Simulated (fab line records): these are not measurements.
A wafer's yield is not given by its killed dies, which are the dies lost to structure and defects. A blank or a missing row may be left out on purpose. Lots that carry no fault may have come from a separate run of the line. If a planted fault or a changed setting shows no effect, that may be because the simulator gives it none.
Problem report in the 8D (eight disciplines) form, filled by code || flow n5-finfet || the parts of the form that need people (team, actions taken, sign-off) are left out

== 1. PROBLEM STATEMENT ==
Mean M15_OVL at N5_BEOL_M15_OVL_MEAS_29: 55 nm over 6 wafers in 2 lots; fault-free wafers: 2 nm, standard deviation 5.3. That is +10 standard deviations from the usual mean.
First observed at day 13 21:33: wafer L138.1, on overlay-02. The record has a number at this step for 30 wafers belonging to 10 lots. By rule, "out" or "out of limits" means more than 4 standard deviations away from the usual mean. The rest of the wafers with a number are treated as sound.

== 2. WHAT THIS IS AND IS NOT ==
{"question": "which readings at this step", "is": "M15_OVL", "is not": "-"}
{"question": "which lots", "is": "L138, L139", "is not": "L127, L129, L130, L131, L134, L140, L144, L150"}
{"question": "which wafers of those lots", "is": "all that have a number", "is not": "-"}
{"question": "read on which gauges", "is": "overlay-02", "is not": "overlay-01"}
{"question": "when", "is": "from day 13 21:33", "is not": "up to then (15 sound wafers); but 9 sound wafers of L140, L144, L150 came after"}

== 3. SUSPECTS, AND WHAT RULES EACH OUT ==
Counting: a tool at any process step up to the reading remains a suspect when it ran all the lots that are out and ran no sound lot after the first of those.
- the gauge at N5_BEOL_M15_OVL_MEAS_29: kept. All the wafers that are out were read on overlay-02, and no step on other tools shows them out.
- rie-diel-02 at N5_BEOL_M15_ETCH_57 (etches SOC in N2/H2, time 750 s): kept. It ran every lot that is out, first L138 (day 13 20:45), and no sound lot after that; its last sound lot up to then is L134 (day 12 17:58).
- krf-scanner-02 at N5_BEOL_M15_EXPOSE_25 (exposes mask M15, target cd 400 nm): kept. It ran every lot that is out, first L138 (day 13 21:21), and no sound lot after that; its last sound lot up to then is L134 (day 12 18:42).
Left after counting: rie-diel-02 at N5_BEOL_M15_ETCH_57, krf-scanner-02 at N5_BEOL_M15_EXPOSE_25, overlay-02 at N5_BEOL_M15_OVL_MEAS_29.

== 4. THE CAUSE (what the simulator had put in) ==
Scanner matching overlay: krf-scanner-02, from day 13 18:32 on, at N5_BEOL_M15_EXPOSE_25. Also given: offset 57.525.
This tool is one of the 3 suspects left after counting.

== 5. SEQUENCE OF EFFECTS, ordered by route ==
Each row: a reading whose mean over the struck wafers that have a number lies more than 3 standard deviations from the usual. Scope: only readings with a usual standard deviation given in the record; hours: median across lots of the time from each lot's start at the first step in this table that gives one to its start at this step; sigmas: change in usual standard deviations.
{"hours": 0, "step": "N5_BEOL_M15_OVL_MEAS_29", "reading": "M15_OVL", "usual": "2 nm", "on struck wafers": 55, "change": "+53", "sigmas": "+10"}
Later measuring or inspecting steps at which every struck wafer that the step has a row for has a number for every such reading, and none has moved that far: N5_BEOL_M15_INSPECT_30.

== 6. HOW IT WOULD HAVE BEEN CAUGHT EARLIER ==
3 hours passed between the start of the fault at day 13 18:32 and the first reading out of limits at a measuring or inspecting step in this record, taken at day 13 21:33.
Of the tool readings at N5_BEOL_M15_EXPOSE_25 for which the record gives a usual standard deviation, none was out on any struck wafer, so an alarm limit of 4 standard deviations on them would not have fired.
Among the 2 lots that are out, L139 began N5_BEOL_M15_EXPOSE_25 on krf-scanner-02 after day 13 21:33. A hold on the tool at that time would have spared it.
